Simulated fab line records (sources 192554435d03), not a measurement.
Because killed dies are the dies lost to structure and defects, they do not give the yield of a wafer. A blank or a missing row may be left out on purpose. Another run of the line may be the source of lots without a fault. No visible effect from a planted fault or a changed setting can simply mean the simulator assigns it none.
Matching of chambers ; flow n5Finfet ; 4 sister chambers for N5_DUMMY_GATE_STRIP_41 on rieDiel-02
The step strips in O2. 22 wafers are shown with their chamber, then 11 later ones without.

WAFERS, EACH WITH ITS CHAMBER
wafer;chamber;drypumpMotorCurrentA (A);showerheadPlenumPTorr (Torr);oesProductAu (a.u.)
L074.1;2;6.1;2.08;0.70
L074.3;0;5.5;2.18;0.78
L074.5;0;5.5;2.18;0.78
L076.2;0;5.5;2.18;0.77
L076.3;1;5.7;2.14;0.67
L076.6;1;5.7;2.14;0.67
L078.1;2;6.1;2.08;0.70
L078.3;0;5.5;2.18;0.77
L078.6;1;5.7;2.14;0.67
L079.2;2;6.2;2.08;0.70
L079.3;1;5.7;2.13;0.67
L079.5;1;5.7;2.13;0.67
L081.1;3;6.3;2.25;0.98
L081.4;1;5.7;2.13;0.67
L081.6;1;5.7;2.13;0.67
L084.1;3;6.3;2.25;0.95
L084.2;0;5.5;2.18;0.77
L084.3;1;5.7;2.13;0.67
L084.4;2;6.1;2.07;0.70
L084.5;1;5.7;2.13;0.67
L084.6;0;5.5;2.18;0.77
L087.1;0;5.5;2.18;0.77

SIGNATURES, as means of the wafers listed above
reading;chamber 0;chamber 1;chamber 2;chamber 3;scatter within a chamber
drypumpMotorCurrentA;5.500;5.700;6.125;6.300;0.0204
showerheadPlenumPTorr;2.1800;2.1333;2.0775;2.2500;0.00391
oesProductAu;0.7729;0.6700;0.7000;0.9650;0.00574
Rule: for each reading, subtract the chamber's mean from the wafer's reading, divide by that reading's scatter and square the result; add these up over the readings and take the root, which gives the wafer's distance from the chamber. If the next closest chamber is less than 2 further off than the closest, the wafer can't be placed; otherwise it belongs to the closest. The scatter: the root of (the sum of the squares of (reading less its chamber's mean) over the shown wafers, divided by (wafers less chambers)).

WAFERS WITH NO CHAMBER GIVEN
wafer;drypumpMotorCurrentA (A);showerheadPlenumPTorr (Torr);oesProductAu (a.u.)
L087.4;5.7;2.13;0.67
L087.5;6.3;2.24;0.96
L089.2;5.7;2.13;0.67
L089.3;5.5;2.17;0.77
L089.5;5.5;2.17;0.77
L091.1;6.1;2.07;0.70
L091.4;5.7;2.13;0.99
L091.6;5.7;2.13;1.00
L094.3;6.2;2.24;0.92
L094.5;6.2;2.24;0.92
L094.6;5.5;2.17;0.75

WHICH CHAMBER EACH WENT THROUGH
wafer;from the rows above;in truth
L087.4;1;1
L087.5;3;3
L089.2;1;1
L089.3;0;0
L089.5;0;0
L091.1;2;2
L091.4;can't be placed: 0 or 3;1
L091.6;can't be placed: 0 or 3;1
L094.3;3;3
L094.5;3;3
L094.6;0;0
Correct placement for 9 of the 11. Unplaceable from these rows: 2, with the true chamber sitting among the candidates in 0. Number placed wrongly: 0.
